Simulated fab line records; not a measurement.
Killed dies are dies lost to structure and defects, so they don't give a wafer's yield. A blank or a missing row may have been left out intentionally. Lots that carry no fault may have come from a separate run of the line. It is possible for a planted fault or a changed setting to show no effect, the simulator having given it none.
One fault seen from 2 desks ; flow n5Finfet ; each desk has only its own numbers; what lay behind them comes last

== FOR THE TOOL OWNER'S DESK: aldSin-03 ==
The tool's own readings at N5_BEOL_M4_ALD_98 (deposits SiO2, target thk 2.5 nm, pulse time 1 s, co reactant pulse time 1 s): means of the sampled wafers that have a number, for each lot that ran on this tool. A lot is out of limits, marked OUT, if its mean lies more than 4 standard deviations from the usual mean; the brackets give that distance.
Columns: A = heaterPowerOuterW at N5_BEOL_M4_ALD_98, usual 39 W; B = heaterPowerW at N5_BEOL_M4_ALD_98, usual 74 W; C = precursorPulseHeightRel at N5_BEOL_M4_ALD_98, usual 0.995; D = susceptorTempC at N5_BEOL_M4_ALD_98, usual 100.00 C
lot;first seen here;A;B;C;D
L347;day 7 15:29;39;75;1.000;99.95
L351;day 8 13:52;39;75;0.997;99.92
L353;day 9 08:52;41;77;0.983;102.55 (+21) OUT
L354;day 10 01:31;42;79;1.018;102.72 (+23) OUT
L368;day 14 00:35;38;74;1.005;100.01
This desk's finding: out of limits on L353, L354; first on L353, day 9 08:52 (susceptorTempC at N5_BEOL_M4_ALD_98). L347, L351, L368: within limits.

== METROLOGY DESK ==
Means of the sampled wafers that have a number, per lot and without regard to the tool the lot ran on: this is what the gauges read. A lot is out of limits, marked OUT, if its mean lies more than 4 standard deviations from the usual mean; the brackets give that distance. It has 10 readings; the 7 that lie furthest out on some lot are the ones shown.
Columns: A = DIBL_N at N5_BEOL_M4_RC_MEAS_101, usual 36.1 mV/V; B = DIBL_P at N5_BEOL_M4_RC_MEAS_101, usual 36.1 mV/V; C = IOFF_P at N5_BEOL_M4_RC_MEAS_101, usual 0.201 nA/um; D = ION_N at N5_BEOL_M4_RC_MEAS_101, usual 675 uA/um; E = ION_P at N5_BEOL_M4_RC_MEAS_101, usual 462 uA/um; F = SS_N at N5_BEOL_M4_RC_MEAS_101, usual 71.5 mV/dec; G = VT_P at N5_BEOL_M4_RC_MEAS_101, usual -251.3 mV
lot;first seen here;A;B;C;D;E;F;G
L347;day 8 02:04;33.8;33.7;0.169;665;456;71.6;-254.7
L350;day 8 19:33;35.3;36.0;0.208;679;463;71.1;-249.2
L351;day 9 01:45;35.3;34.9;0.204;664;460;71.7;-248.9
L353;day 9 20:53;35.6;34.1;0.192;675;464;71.7;-253.8
L354;day 10 11:20;35.9;36.0;0.198;672;463;71.1;-249.4
L356;day 10 18:28;36.3;35.5;0.184;666;457;71.1;-253.3
L363;day 12 23:49;36.1;37.4;0.214;672;467;71.8;-247.6
L368;day 14 07:29;37.4;38.0;0.242;682;471;72.2;-247.3
Finding of this desk: none of the 8 lots has anything out of limits.

== PUT TOGETHER ==
On L353, L354, at day 9 08:52, an alarm was possible from the tool owner's desk.
Metrology desk: nothing out of limits seen.
The metrology desk has L353, L354 on record, within its limits.
N5_BEOL_M4_ALD_98 was run on aldSin-03 by each of the lots named.

== WHAT THE SIMULATOR HAD PUT IN ==
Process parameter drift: aldSin-03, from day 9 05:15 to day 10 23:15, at N5_BEOL_M4_ALD_98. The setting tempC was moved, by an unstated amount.
Shown lots that were struck: L353, L354.
How many hours passed from the start of the fault until each desk's first out-of-limits reading: the tool owner's desk, 4.
